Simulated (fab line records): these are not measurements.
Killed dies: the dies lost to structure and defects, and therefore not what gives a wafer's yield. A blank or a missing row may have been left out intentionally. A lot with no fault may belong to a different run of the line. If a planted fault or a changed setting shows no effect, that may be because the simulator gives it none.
fab line records    flow n5_finfet    part 1 of 2: steps 1 to 26 of 31
record lots=5  wafers=15  last_day=17
route steps=1938 shown BEOL_M1@831 BEOL_M2@841
lots untouched by any fault: they come from a run of this same line in which no faults occurred
start_h: hours from the record's first day to the start of the lot's first wafer shown    wait_h: time in hours since the lot's previous step    " identical to the entry in the row above    L1.1+2: a single row standing in for several wafers    - value missing, or start not given    * or withheld: withheld    < > ~ a bound
route shown NAME@n: a module of which the file shows steps, and the number in the route of the first    usual: mean and standard deviation over wafers with no fault    same: alike in all rows    chamber/n: place in a boat    sites: readings site by site    _std_site: the standard deviation of these    _edge_site: mean of outer sites minus mean of inner sites    radius_mm: for every site, how far away it sits from the centre of the wafer    mask NAME#n: copy n    behind: the last tool/chamber to shape the wafer    hold: reason for holding the lot/hours on hold/outcome of the hold    device: transistor that didn't switch, given as n, p or np    end of line: tests of these same wafers at the route's end    for a step that has no rows: nothing shown but its recipe    killed: not the wafer's yield, but the dies lost to structure and defects at the first sort    map: a wafer's dies, marking killed ones x, the rest . and places with no die _
set.NAME: the setting that was run; set.NAME@STEP: the one run at that earlier step    model.NAME: the simulator's own value behind a step, which no gauge read
lots seen at some steps along the route; tables by step, rows by wafer
services: a tool's chamber out of use, with start hour (start_h, from the record's first day; less than 0 if before it), hours out, and reason
## steps
# step N5_BEOL_M1_ECD_50
# recipe material=Cu  target_thk_a=3000
lot.wafer   tool       chamber  start_h  wait_h
L077.1+4+5  ecd_cu-02  1,1,0    149.56   0.1
L078.3+4+6  ecd_cu-01  0,1,1    155.11   0.1
L079.2+3+4  ecd_cu-01  0,0,1    155.60   0.1
L080.3+4+5  ecd_cu-02  1,0,1    163.64   0.1
L097.2+5+6  ecd_cu-02  0,1,0    266.22   0.1
# step N5_BEOL_M1_ANNEAL_51
# recipe temp_c=225  time_s=90  ambient=N2
# usual wafer_temp_C_max=225.84/0.25
lot.wafer  tool           chamber  start_h  wait_h  wafer_temp_C_max
L077.1     rtp_anneal-02  0        149.64   0.1     226.05
L077.4     "              0        "        "       225.72
L077.5     "              0        "        "       225.78
L078.3     rtp_anneal-01  0        155.26   0.1     226.04
L078.4     "              0        "        "       226.37
L078.6     "              0        "        "       225.69
L079.2     rtp_anneal-02  0        155.72   0.1     225.53
L079.3     "              0        "        "       226.13
L079.4     "              0        "        "       225.80
L080.3     rtp_anneal-02  0        163.79   0.1     225.98
L080.4     "              0        "        "       225.89
L080.5     "              0        "        "       225.69
L097.2     rtp_anneal-02  0        266.35   0.1     225.63
L097.5     "              0        "        "       225.27
L097.6     "              0        "        "       226.09
# step N5_BEOL_M1_CMP_52
# recipe stop_on=SiOC  t_overpolish_s=6.8  down_force_psi=1  platen_rpm=50  clearing_platen_down_force_psi=1.5  clearing_platen_rpm=50  post_cmp_clean=cu_alkaline  target_thk_nm=40  clearing_platen_pad_velocity_m_s=0.99484  pad_velocity_m_s=0.99484
# usual barrier_field_endpoint_s=24.9/0.69  motor_current_A=6.5/0.83  overpolish_run_s=6.801/0.0085  retaining_ring_pressure_frac=1.000/0.0047  time_to_endpoint_s=63/3.3
lot.wafer  tool    chamber  start_h  wait_h  barrier_field_endpoint_s  motor_current_A  overpolish_run_s  retaining_ring_pressure_frac  time_to_endpoint_s
L077.1     cmp-01  3        149.97   0.3     24.7                      6.9              6.809             0.998                         64
L077.4     "       0        "        "       24.3                      7.6              6.801             0.994                         64
L077.5     "       3        "        "       24.7                      6.8              6.792             1.000                         63
L078.4     cmp-01  1        155.51   0.2     24.3                      7.9              6.810             0.991                         59
L078.3     "       2        "        "       23.6                      6.1              6.802             1.001                         58
L078.6     "       1        "        "       24.9                      7.5              6.805             0.989                         64
L079.2     cmp-02  2        155.97   0.2     25.6                      6.6              6.792             0.996                         66
L079.3     "       3        "        "       25.1                      5.5              6.807             1.000                         62
L079.4     "       0        "        "       25.8                      5.4              6.812             1.002                         66
L080.3     cmp-02  3        164.00   0.2     25.3                      5.5              6.791             1.000                         64
L080.4     "       1        "        "       25.4                      6.7              6.797             1.006                         65
L080.5     "       3        "        "       25.0                      5.8              6.803             1.004                         63
L097.2     cmp-01  1        266.64   0.2     24.8                      6.6              6.795             0.992                         61
L097.6     "       0        "        "       24.9                      7.9              6.791             1.000                         61
L097.5     "       1        "        "       24.8                      7.3              6.793             1.003                         61
# step N5_BEOL_M1_THK_MEAS_53
# recipe thk_meas_gauge=xrf  reads=Cu_of_BEOL_M1_ECD_50
# usual M1_THK=40.8/1.4
lot.wafer  tool           chamber  start_h  wait_h  M1_THK[nm]
L077.1     film_metro-02  -        150.23   -       40.8
L077.4     "              -        "        "       40.5
L077.5     "              -        "        "       39.8
L078.3     film_metro-02  -        155.77   -       39.6
L078.4     "              -        "        "       42.2
L078.6     "              -        "        "       41.1
L079.2     film_metro-02  -        156.27   -       39.8
L079.3     "              -        "        "       42.6
L079.4     "              -        "        "       42.2
L080.3     film_metro-02  -        164.30   -       41.3
L080.4     "              -        "        "       42.1
L080.5     "              -        "        "       42.6
L097.2     film_metro-01  -        266.90   -       39.5
L097.5     "              -        "        "       41.1
L097.6     "              -        "        "       41.4
# step N5_BEOL_M1_PRE_CLEAN_60
# recipe gas=NH3/H2  time_s=15  temp_c=*  rf_power_w=300
# usual heater_power_w=82/20  rf_fwd_power_W=296.6/1.2  susceptor_temp_C=*
lot.wafer  tool       chamber  start_h  wait_h  heater_power_w  rf_fwd_power_W  susceptor_temp_C
L077.1     cvd_co-02  0        150.34   0.1     107             297.5           *
L077.4     "          0        "        "       107             299.0           *
L077.5     "          2        "        "       99              293.9           *
L078.3     cvd_co-02  0        155.80   0.0     108             297.7           *
L078.4     "          0        "        "       105             297.5           *
L078.6     "          2        "        "       97              293.8           *
L079.2     cvd_co-01  0        156.30   0.0     92              297.7           *
L079.3     "          1        "        "       55              296.5           *
L079.4     "          0        "        "       98              297.9           *
L080.3     cvd_co-02  1        164.33   0.0     81              297.0           *
L080.4     "          1        "        "       79              298.1           *
L080.5     "          2        "        "       98              295.7           *
L097.2     cvd_co-01  2        266.93   0.0     56              297.5           *
L097.5     "          0        "        "       95              297.2           *
L097.6     "          2        "        "       58              296.5           *
# step N5_BEOL_M1_CO_CAP_55
# recipe material=Co  target_thk_a=20  temp_c=200  precursor=CCTBA/H2  pressure_torr=30  time_s=102.1
# usual heater_power_w=232/25  susceptor_temp_C=200.00/0.17
lot.wafer  tool       chamber  start_h  wait_h  heater_power_w  susceptor_temp_C
L077.1     cvd_co-02  0        150.38   0.0     265             199.84
L077.4     "          0        "        "       260             199.91
L077.5     "          2        "        "       253             199.90
L078.3     cvd_co-02  0        155.84   0.0     259             199.94
L078.4     "          0        "        "       250             200.10
L078.6     "          2        "        "       251             200.18
L079.2     cvd_co-01  0        156.34   0.0     251             199.83
L079.3     "          1        "        "       202             199.83
L079.4     "          0        "        "       247             199.94
L080.3     cvd_co-02  1        164.37   0.0     235             199.75
L080.4     "          1        "        "       234             200.25
L080.5     "          2        "        "       249             200.01
L097.2     cvd_co-01  2        266.97   0.0     204             199.94
L097.5     "          0        "        "       257             199.66
L097.6     "          2        "        "       203             200.13
# step N5_BEOL_M1_PRE_CLEAN_56
# recipe gas=NH3  time_s=15  temp_c=withheld  rf_power_w=300
# usual rf_fwd_power_W=294.1/1.8
lot.wafer  tool      chamber  start_h  wait_h  rf_fwd_power_W
L077.1     pecvd-02  2        150.47   0.1     294.5
L077.4     "         2        "        "       293.8
L077.5     "         0        "        "       294.7
L078.3     pecvd-01  0        155.93   0.1     296.0
L078.4     "         0        "        "       296.3
L078.6     "         1        "        "       296.3
L079.2     pecvd-03  1        156.44   0.1     292.9
L079.3     "         0        "        "       292.1
L079.4     "         0        "        "       292.5
L080.3     pecvd-03  0        164.46   0.1     291.7
L080.4     "         2        "        "       293.3
L080.5     "         0        "        "       291.8
L097.2     pecvd-01  0        267.06   0.1     295.3
L097.5     "         2        "        "       292.4
L097.6     "         1        "        "       297.3
# step N5_BEOL_M1_DEP_57
# recipe material=SiCN  target_thk_a=80  temp_c=withheld  precursor=3MS/NH3  pressure_torr=3  rf_w=202  time_s=14
# usual rf_fwd_power_W=199.0/1.2  showerhead_plenum_p_Torr=3.667/0.012  throttle_valve_pct=9.1/0.46
lot.wafer  tool      chamber  start_h  wait_h  rf_fwd_power_W  showerhead_plenum_p_Torr  throttle_valve_pct
L077.1     pecvd-02  2        150.50   0.0     199.4           3.685                     8.8
L077.4     "         2        "        "       199.6           3.679                     9.0
L077.5     "         0        "        "       200.2           3.643                     9.8
L078.3     pecvd-01  0        155.96   0.0     200.0           3.658                     8.5
L078.4     "         0        "        "       199.7           3.675                     8.4
L078.6     "         1        "        "       200.3           3.667                     9.4
L079.2     pecvd-03  1        156.46   0.0     197.2           3.675                     9.2
L079.3     "         0        "        "       197.5           3.660                     9.7
L079.4     "         0        "        "       197.2           3.658                     9.5
L080.3     pecvd-03  0        164.49   0.0     196.6           3.653                     9.5
L080.4     "         2        "        "       198.7           3.681                     8.7
L080.5     "         0        "        "       197.9           3.658                     9.4
L097.2     pecvd-01  0        267.09   0.0     200.2           3.665                     8.2
L097.5     "         2        "        "       197.6           3.664                     8.5
L097.6     "         1        "        "       200.8           3.677                     9.3
# step N5_BEOL_M1_RS_MEAS_58
# recipe thk_meas_gauge=four-point-probe  reads=Co_of_BEOL_M1_CO_CAP_55+Cu_of_BEOL_M1_ECD_50+Co_of_BEOL_M1_CVD_47+TaN_of_BEOL_M1_ALD_84
# usual M1_RS=0.68/0.031
lot.wafer  tool           chamber  start_h  wait_h  M1_RS[ohm/sq]
L077.1     film_metro-02  -        150.56   0.0     0.68
L077.4     "              -        "        "       0.69
L077.5     "              -        "        "       0.69
L078.3     film_metro-02  -        156.11   0.1     0.71
L078.4     "              -        "        "       0.65
L078.6     "              -        "        "       0.68
L079.2     film_metro-02  -        156.53   0.1     0.71
L079.3     "              -        "        "       0.65
L079.4     "              -        "        "       0.65
L080.3     film_metro-02  -        164.56   0.1     0.67
L080.4     "              -        "        "       0.66
L080.5     "              -        "        "       0.65
L097.2     film_metro-02  -        267.16   0.1     0.70
L097.5     "              -        "        "       0.67
L097.6     "              -        "        "       0.66
# step N5_BEOL_M1_INSPECT_59
# recipe inspect_instrument=darkfield  mode=post_dep
# usual raw_defect_count=68/22
lot.wafer  tool               chamber  start_h  wait_h  raw_defect_count
L077.1     defect_inspect-02  -        150.59   0.0     52
L077.4     "                  -        "        "       69
L077.5     "                  -        "        "       104
L078.3     defect_inspect-02  -        156.14   0.0     48
L078.4     "                  -        "        "       94
L078.6     "                  -        "        "       63
L079.2     defect_inspect-01  -        156.55   0.0     78
L079.3     "                  -        "        "       92
L079.4     "                  -        "        "       90
L080.3     defect_inspect-02  -        164.58   0.0     115
L080.4     "                  -        "        "       77
L080.5     "                  -        "        "       68
L097.2     defect_inspect-01  -        267.18   0.0     75
L097.5     "                  -        "        "       61
L097.6     "                  -        "        "       67
# step N5_BEOL_M2_ILD_DEP_00
# recipe material=SiOC  target_thk_a=790  temp_c=350  precursor=DEMS/O2  pressure_torr=5  rf_w=500  time_s=15.3
# usual heater_power_w=443/62  rf_fwd_power_W=492.8/2.8  showerhead_plenum_p_Torr=5.695/0.015  susceptor_temp_C=350.06/0.19  throttle_valve_pct=12.1/0.42
lot.wafer  tool      chamber  start_h  wait_h  heater_power_w  rf_fwd_power_W  showerhead_plenum_p_Torr  susceptor_temp_C  throttle_valve_pct
L077.1     pecvd-02  0        150.63   0.0     431             494.4           5.671                     350.15            12.3
L077.4     "         0        "        "       431             492.6           5.674                     350.08            12.5
L077.5     "         2        "        "       411             491.9           5.709                     350.16            11.7
L078.3     pecvd-03  2        156.17   0.0     437             492.1           5.716                     350.36            11.3
L078.4     "         1        "        "       562             489.3           5.697                     350.13            12.0
L078.6     "         0        "        "       479             488.9           5.708                     349.92            12.6
L079.2     pecvd-02  2        156.59   0.0     439             493.1           5.706                     350.18            11.7
L079.3     "         0        "        "       443             490.2           5.680                     350.16            12.6
L079.4     "         1        "        "       327             494.6           5.699                     349.95            12.5
L080.3     pecvd-04  1        164.62   0.0     392             497.7           5.674                     350.00            12.2
L080.4     "         1        "        "       411             496.8           5.687                     350.25            12.1
L080.5     "         2        "        "       365             493.4           5.697                     350.29            12.1
L097.2     pecvd-04  0        267.22   0.0     534             497.2           5.704                     350.13            12.1
L097.5     "         0        "        "       438             497.0           5.682                     350.12            12.0
L097.6     "         1        "        "       438             493.4           5.685                     349.79            12.5
# step N5_BEOL_M2_THK_MEAS_01
# recipe reads=SiOC_of_BEOL_M2_ILD_DEP_00
# usual M2_ILD_THK=78.6/1.1
lot.wafer  tool           chamber  start_h  wait_h  M2_ILD_THK[nm]
L077.1     film_metro-02  -        150.69   0.0     76.3
L077.4     "              -        "        "       76.9
L077.5     "              -        "        "       78.9
L078.3     film_metro-02  -        156.24   0.1     78.5
L078.4     "              -        "        "       79.4
L078.6     "              -        "        "       77.2
L079.2     film_metro-02  -        156.66   0.1     77.6
L079.3     "              -        "        "       77.2
L079.4     "              -        "        "       78.0
L080.3     film_metro-02  -        164.69   0.1     78.9
L080.4     "              -        "        "       79.6
L080.5     "              -        "        "       81.0
L097.2     film_metro-02  -        267.30   0.1     77.9
L097.5     "              -        "        "       77.9
L097.6     "              -        "        "       78.2
# step N5_BEOL_M2_PECVD_72
# recipe material=SiO2  target_thk_a=160  temp_c=400  precursor=TEOS/O2  pressure_torr=5.5  rf_w=450  teos_flow_sccm=53.8  gas=O2  flow_sccm=3000  time_s=18
# usual heater_power_w=669/81  rf_fwd_power_W=443.1/2.3  showerhead_plenum_p_Torr=8.79/0.061  susceptor_temp_C=400.01/0.24  throttle_valve_pct=22.7/0.78
lot.wafer  tool      chamber  start_h  wait_h  heater_power_w  rf_fwd_power_W  showerhead_plenum_p_Torr  susceptor_temp_C  throttle_valve_pct
L077.1     pecvd-02  2        150.73   0.0     721             443.3           8.87                      399.76            22.1
L077.4     "         1        "        "       582             442.8           8.79                      399.95            23.2
L077.5     "         2        "        "       713             442.4           8.85                      400.08            22.2
L078.3     pecvd-04  1        156.28   0.0     616             447.6           8.75                      399.87            22.9
L078.4     "         0        "        "       796             446.4           8.73                      400.40            21.9
L078.6     "         1        "        "       606             447.0           8.74                      399.89            22.7
L079.2     pecvd-03  2        156.70   0.0     601             443.6           8.88                      399.74            20.9
L079.3     "         1        "        "       825             441.5           8.81                      400.34            23.0
L079.4     "         2        "        "       612             443.0           8.88                      399.88            20.8
L080.3     pecvd-03  0        164.72   0.0     634             440.0           8.77                      399.54            23.2
L080.4     "         0        "        "       642             439.8           8.78                      400.18            23.5
L080.5     "         1        "        "       866             439.0           8.82                      399.99            23.1
L097.2     pecvd-03  2        267.34   0.0     679             442.6           8.88                      399.98            21.3
L097.5     "         2        "        "       694             442.3           8.87                      400.15            21.2
L097.6     "         1        "        "       709             441.1           8.80                      399.96            22.9
# step N5_BEOL_M2_HM_DEP_02
# recipe material=TiN  target_thk_a=200  temp_c=25  chamber_pressure_pa=0.49996
# usual chamber_pressure_pa=0.5000/0.001  susceptor_temp_C=24.99/0.11  throttle_valve_pct=30.2/0.94
lot.wafer  tool            chamber  start_h  wait_h  chamber_pressure_pa  susceptor_temp_C  throttle_valve_pct
L077.1     pvd_sputter-03  -        152.38   1.6     0.5014               25.09             30.1
L077.4     "               -        "        "       0.4986               24.94             30.3
L077.5     "               -        "        "       0.5009               24.96             31.7
L078.3     pvd_sputter-01  -        156.62   0.3     0.4992               25.01             29.4
L078.4     "               -        "        "       0.5006               25.25             30.8
L078.6     "               -        "        "       0.4997               25.00             30.5
L079.2     pvd_sputter-02  -        157.21   0.5     0.5016               24.96             30.2
L079.3     "               -        "        "       0.5003               25.09             29.1
L079.4     "               -        "        "       0.5009               25.03             29.2
L080.3     pvd_sputter-02  -        166.63   1.9     0.4993               24.86             30.1
L080.4     "               -        "        "       0.4985               24.99             29.5
L080.5     "               -        "        "       0.4991               24.97             29.1
L097.2     pvd_sputter-02  -        267.55   0.2     0.5003               24.92             30.1
L097.5     "               -        "        "       0.5001               24.95             29.6
L097.6     "               -        "        "       0.4998               24.85             30.2
# step N5_BEOL_M2_COAT_61
# recipe resist=SOC  temp_c=250  time_s=60  spin_rpm=1500  resist_thk_nm=60
lot.wafer   tool            chamber  start_h  wait_h
L077.1+4+5  litho_track-01  0        152.51   0.1
L078.3+4+6  litho_track-01  0        156.74   0.1
L079.2+3+4  litho_track-05  0        157.34   0.1
L080.3+4+5  litho_track-04  0        166.76   0.1
L097.2+5+6  litho_track-05  0        267.67   0.1
# step N5_BEOL_M2_COAT_62
# recipe resist=SiARC  temp_c=220  time_s=60  spin_rpm=1500  resist_thk_nm=12
lot.wafer   tool            chamber  start_h  wait_h
L077.1+4+5  litho_track-01  0        -        -
L078.3+4+6  litho_track-01  0        -        -
L079.2+3+4  litho_track-05  0        -        -
L080.3+4+5  litho_track-04  0        -        -
L097.2+5+6  litho_track-05  0        -        -
# step N5_BEOL_M2_COAT_73
# recipe resist=underlayer  temp_c=205  time_s=60  spin_rpm=1500  resist_thk_nm=5
lot.wafer   tool            chamber  start_h  wait_h
L077.1+4+5  litho_track-01  0        -        -
L078.3+4+6  litho_track-01  0        -        -
L079.2+3+4  litho_track-05  0        -        -
L080.3+4+5  litho_track-04  0        -        -
L097.2+5+6  litho_track-05  0        -        -
# step N5_BEOL_M2_COAT_05
# recipe resist=CAR-EUV  spin_rpm=1500  resist_thk_nm=30
lot.wafer   tool            chamber  start_h  wait_h
L077.1+4+5  litho_track-01  0        -        -
L078.3+4+6  litho_track-01  0        -        -
L079.2+3+4  litho_track-05  0        -        -
L080.3+4+5  litho_track-04  0        -        -
L097.2+5+6  litho_track-05  0        -        -
# step N5_BEOL_M2_EBR_07
# recipe solvent=PGMEA  ebr_width_mm=1.5
lot.wafer   tool            chamber  start_h  wait_h
L077.1+4+5  litho_track-01  0        -        -
L078.3+4+6  litho_track-01  0        -        -
L079.2+3+4  litho_track-05  0        -        -
L080.3+4+5  litho_track-04  0        -        -
L097.2+5+6  litho_track-05  0        -        -
# step N5_BEOL_M2_SOFTBAKE_06
# recipe temp_c=110  time_s=60  resist=CAR-EUV
lot.wafer   tool            chamber  start_h  wait_h
L077.1+4+5  litho_track-01  0        -        -
L078.3+4+6  litho_track-01  0        -        -
L079.2+3+4  litho_track-05  0        -        -
L080.3+4+5  litho_track-04  0        -        -
L097.2+5+6  litho_track-05  0        -        -
# step N5_BEOL_M2_EXPOSE_08
# recipe mask_id=M2  na=0.33  source_shape=dipole  sigma_inner=0.369  sigma_outer=0.767  polarization=unpolarized  dose_mj=41.25
# same na=0.33  sigma_outer=0.767
lot.wafer   tool            chamber  start_h  wait_h  mask
L077.1+4+5  euv_scanner-01  0        152.65   -       M2#0
L078.3+4+6  euv_scanner-02  0        157.02   -       M2#0
L079.2+3+4  euv_scanner-01  0        157.61   -       M2#0
L080.3+4+5  euv_scanner-01  0        166.91   -       M2#0
L097.2+5+6  euv_scanner-01  0        267.82   -       M2#0
# step N5_BEOL_M2_PEB_09
# recipe peb_temp_c=100  peb_time_s=60  resist=CAR-EUV
lot.wafer   tool            chamber  start_h  wait_h
L077.1+4+5  litho_track-05  0        152.71   0.1
L078.3+4+6  litho_track-04  0        157.07   0.0
L079.2+3+4  litho_track-01  0        157.67   0.1
L080.3+4+5  litho_track-04  0        166.96   0.0
L097.2+5+6  litho_track-04  0        267.88   0.1
# step N5_BEOL_M2_DEVELOP_10
# recipe develop_time_s=30  developer=TMAH  resist=CAR-EUV  rinse_liquid=surfactant_rinse  dry=air_spin  dev_temp_c=23
lot.wafer   tool            chamber  start_h  wait_h
L077.1+4+5  litho_track-05  0        -        -
L078.3+4+6  litho_track-04  0        -        -
L079.2+3+4  litho_track-01  0        -        -
L080.3+4+5  litho_track-04  0        -        -
L097.2+5+6  litho_track-04  0        -        -
# step N5_BEOL_M2_CD_MEAS_11
# recipe target_cd_nm=16.79  landing_energy_ev=500  detector=se_inlens  polarity=opening
# usual cd_nm=16.76/0.23
# same landing_energy_ev=500
lot.wafer  tool       chamber  start_h  wait_h  cd_nm
L077.1     cd_sem-02  0        152.78   -       17.03
L077.4     "          0        "        "       16.41
L077.5     "          0        "        "       16.55
L078.3     cd_sem-02  0        157.14   -       16.48
L078.4     "          0        "        "       16.93
L078.6     "          0        "        "       16.79
L079.2     cd_sem-02  0        157.73   -       16.56
L079.3     "          0        "        "       16.76
L079.4     "          0        "        "       16.74
L080.3     cd_sem-03  0        167.03   -       16.89
L080.4     "          0        "        "       16.94
L080.5     "          0        "        "       16.80
L097.2     cd_sem-02  0        267.94   -       16.63
L097.5     "          0        "        "       16.67
L097.6     "          0        "        "       16.93
# step N5_BEOL_M2_OVL_MEAS_12
# recipe points_per_wafer=522
# usual M2_OVL=0.2/0.66
lot.wafer  tool        chamber  start_h  wait_h  M2_OVL[nm]
L077.1     overlay-02  0        152.81   0.0     0.0
L077.4     "           0        "        "       0.5
L077.5     "           0        "        "       0.3
L078.3     overlay-01  0        157.18   0.0     1.1
L078.4     "           0        "        "       0.3
L078.6     "           0        "        "       1.0
L079.2     overlay-01  0        157.77   0.0     0.4
L079.3     "           0        "        "       0.4
L079.4     "           0        "        "       -0.3
L080.3     overlay-01  0        167.07   0.0     0.4
L080.4     "           0        "        "       -0.3
L080.5     "           0        "        "       0.1
L097.2     overlay-02  0        267.98   0.0     0.2
L097.5     "           0        "        "       0.7
L097.6     "           0        "        "       -0.1
# step N5_BEOL_M2_INSPECT_13
# recipe mode=adi  inspect_instrument=brightfield
# usual raw_defect_count=373/94
lot.wafer  tool               chamber  start_h  wait_h  raw_defect_count
L077.1     defect_inspect-02  -        152.87   0.1     348
L077.4     "                  -        "        "       381
L077.5     "                  -        "        "       344
L078.3     defect_inspect-02  -        157.23   0.0     408
L078.4     "                  -        "        "       509
L078.6     "                  -        "        "       386
L079.2     defect_inspect-02  -        157.82   0.0     482
L079.3     "                  -        "        "       551
L079.4     "                  -        "        "       447
L080.3     defect_inspect-01  -        167.12   0.0     456
L080.4     "                  -        "        "       359
L080.5     "                  -        "        "       458
L097.2     defect_inspect-02  -        268.03   0.0     332
L097.5     "                  -        "        "       322
L097.6     "                  -        "        "       360
